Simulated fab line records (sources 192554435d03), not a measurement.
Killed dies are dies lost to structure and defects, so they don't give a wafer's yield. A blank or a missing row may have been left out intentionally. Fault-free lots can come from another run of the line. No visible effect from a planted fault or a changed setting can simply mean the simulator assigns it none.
Split-lot trial -- flow n5Finfet -- 39 wafers read from 7 lots, route of 1938 steps

== SPLIT DETAILS ==
At N5_FIN_SAQP_FIN_ETCH_36 (etches the open film in HBr/Cl2/O2, target depth 120 nm, time 50.4 s), the setting icpW was moved away from the recipe's 800 W on 15 of the 39 wafers read, by -18.7% to +18.8%. All remaining wafers had this setting at the recipe value.

== FROM THE SPLIT TO THE READING: what the file shows between them, 3 steps ==
- N5_FIN_SAQP_PRECLEAN_38: cleans in O3/DIW, time 45 s
- N5_FIN_SAQP_PRECLEAN_45: cleans in dHF, time 10 s
- N5_FIN_SAQP_SRD_39: time 30 s

== THE READING ==
trenchDepthNm, in nm, at N5_FIN_SAQP_OCD_MEAS_76. On this fab line, fault-free wafers typically give 119.7 nm with a standard deviation of 2.7 nm.

wafer,"tool, chamber at the split","icpW as run, W",against the recipe,"trenchDepthNm, nm",against lot-mates on the recipe
L075.1,"rieSi-03, 1",800,recipe,116.3,-
L075.2,"rieSi-03, 2",950.6,+18.8%,131.3,+13.1
L075.3,"rieSi-03, 3",950.6,+18.8%,128.4,+10.2
L075.4,"rieSi-03, 3",950.6,+18.8%,127.7,+9.5
L075.5,"rieSi-03, 1",800,recipe,116.7,-
L075.6,"rieSi-03, 2",800,recipe,121.7,-
L077.1,"rieSi-01, 0",687.3,-14.1%,109.4,-6.1
L077.2,"rieSi-01, 1",800,recipe,117.1,-
L077.3,"rieSi-01, 3",800,recipe,115.0,-
L077.4,"rieSi-01, 2",687.3,-14.1%,110.5,-5.0
L077.5,"rieSi-01, 0",687.3,-14.1%,109.4,-6.1
L077.6,"rieSi-01, 3",800,recipe,114.5,-
L078.1,"rieSi-01, 3",800,recipe,116.6,-
L078.2,"rieSi-01, 2",800,recipe,120.3,-
L078.3,"rieSi-01, 1",942.6,+17.8%,126.7,+8.8
L078.4,"rieSi-01, 0",800,recipe,116.8,-
L078.5,"rieSi-01, 3",942.6,+17.8%,125.7,+7.8
L078.6,"rieSi-01, 0",942.6,+17.8%,126.4,+8.5
L080.1,"rieSi-01, 2",800,recipe,119.6,-
L080.2,"rieSi-01, 0",800,recipe,119.4,-
L080.3,"rieSi-01, 3",650.3,-18.7%,106.9,-12.0
L080.4,"rieSi-01, 1",800,recipe,117.6,-
L080.5,"rieSi-01, 0",650.3,-18.7%,107.4,-11.5
L080.6,"rieSi-01, 1",650.3,-18.7%,107.3,-11.6
L085.1,"rieSi-01, 1",800,recipe,116.8,-
L085.2,"rieSi-01, 0",702.3,-12.2%,110.1,-8.6
L085.3,"rieSi-01, 3",702.3,-12.2%,111.0,-7.7
L085.4,"rieSi-01, 2",800,recipe,122.1,-
L085.5,"rieSi-01, 2",702.3,-12.2%,114.3,-4.4
L085.6,"rieSi-01, 3",800,recipe,117.3,-
L086.2,"rieSi-01, 2",800,recipe,121.3,-
L086.4,"rieSi-01, 0",800,recipe,118.2,-
L086.5,"rieSi-01, 3",800,recipe,116.3,-
L093.1,"rieSi-03, 2",800,recipe,121.7,-
L093.2,"rieSi-03, 1",800,recipe,116.4,-
L093.3,"rieSi-03, 0",800,recipe,120.7,-
L093.4,"rieSi-03, 0",800,recipe,121.3,-
L093.5,"rieSi-03, 1",800,recipe,116.4,-
L093.6,"rieSi-03, 2",800,recipe,122.0,-

THE FIT
A straight line over all 39 wafers: trenchDepthNm changes by +0.549 nm for each +1% of icpW; r = +0.94; the points scatter about the line by 2.1 nm.
The same after taking each lot's own level away (the mean of its wafers on the recipe; 39 wafers): +0.539 nm for each +1%; r = +0.95; scatter 1.9 nm.
On that fit, the largest move of icpW shifts the reading by 10 nm.
The span of the lots' own levels, 115.53 to 119.75 nm, comes to 1.6 times the standard deviation stated above.
The two slopes agree, so the slope changes little with the lot-to-lot level.
Check: for one of the wafers moved furthest among these (+18.8%), held out of the fit, the line's prediction against its lot-mates is +9.7 nm. It came out at +13.1 nm against them.
Tool readings at the split's step, against how far the setting was moved: oesProductAu r = +0.89.

== THE WHOLE CHAIN: every reading that the file lists as answering this split, in the file's order ==
step,what it does,reading,change (the file's fit),r (the file's)
N5_FIN_SAQP_FIN_ETCH_36,"etches the open film in HBr/Cl2/O2, target depth 120 nm, time 50.4 s",oesProductAu,+0.00349 a.u. for each +1% of the setting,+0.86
N5_FIN_SAQP_FIN_ETCH_36,"etches the open film in HBr/Cl2/O2, target depth 120 nm, time 50.4 s","etch.depthNm (the simulator's own value, which no gauge read)",+0.547 nm for each +1% of the setting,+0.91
N5_FIN_SAQP_FIN_ETCH_36,"etches the open film in HBr/Cl2/O2, target depth 120 nm, time 50.4 s","FIN_SAQP.featureDepthNm (the simulator's own value, which no gauge read)",+0.548 nm for each +1% of the setting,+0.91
N5_FIN_SAQP_OCD_MEAS_76,,trenchDepthNm,+0.54 nm for each +1% of the setting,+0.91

== FILE'S OWN FIT ==
trenchDepthNm changes by +0.54 nm for each +1% of icpW, r = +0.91.
